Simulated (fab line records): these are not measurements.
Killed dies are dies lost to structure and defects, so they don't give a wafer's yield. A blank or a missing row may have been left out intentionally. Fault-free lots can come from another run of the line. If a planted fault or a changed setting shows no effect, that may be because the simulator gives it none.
Chamber matching | flow n5 finfet | 3 sister chambers for N5_BEOL_M10_PECVD_70 on pecvd-01
The step deposits SiO2 from TEOS/O2, target thk 20 nm, time 22.7 s. 6 wafers are shown with their chamber, then 10 later ones without.

== EACH WAFER AND ITS CHAMBER ==
wafer  | chamber | throttle valve pct (%) | showerhead plenum p Torr (Torr)
L087.4 | 0       | 22.3                   | 8.74
L090.6 | 1       | 24.5                   | 8.81
L091.3 | 1       | 24.5                   | 8.81
L091.4 | 2       | 22.0                   | 8.63
L093.1 | 2       | 21.9                   | 8.64
L093.5 | 0       | 22.4                   | 8.75

== WAFERS WITHOUT THEIR CHAMBER ==
wafer  | throttle valve pct (%) | showerhead plenum p Torr (Torr)
L093.6 | 22.2                   | 8.66
L092.2 | 24.3                   | 8.78
L092.4 | 24.5                   | 8.78
L092.6 | 22.0                   | 8.63
L094.2 | 22.5                   | 8.75
L094.3 | 24.7                   | 8.78
L094.5 | 22.9                   | 8.74
L095.1 | 22.7                   | 8.71
L095.2 | 22.0                   | 8.65
L095.4 | 22.1                   | 8.64

== EACH ONE'S CHAMBER ==
wafer  | from the rows above | in truth
L093.6 | 2                   | 2
L092.2 | 1                   | 1
L092.4 | 1                   | 1
L092.6 | 2                   | 2
L094.2 | 0                   | 0
L094.3 | 1                   | 1
L094.5 | 0                   | 0
L095.1 | 0                   | 0
L095.2 | 2                   | 2
L095.4 | 2                   | 2
Placed correctly: 10 of 10. Not placeable from these rows: 0. Placed wrongly: 0.
How it was worked out, from the rows above alone: a wafer's distance from a chamber is the root of the sum, over the readings, of the square of ((its reading less the chamber's mean) divided by the reading's scatter). The wafer belongs to the nearest chamber; if the next one is less than 2 further off, it can't be placed. A chamber's mean is the mean of its shown wafers. The scatter: the root of (the sum of the squares of (reading less its chamber's mean) over the shown wafers, divided by (wafers less chambers)).
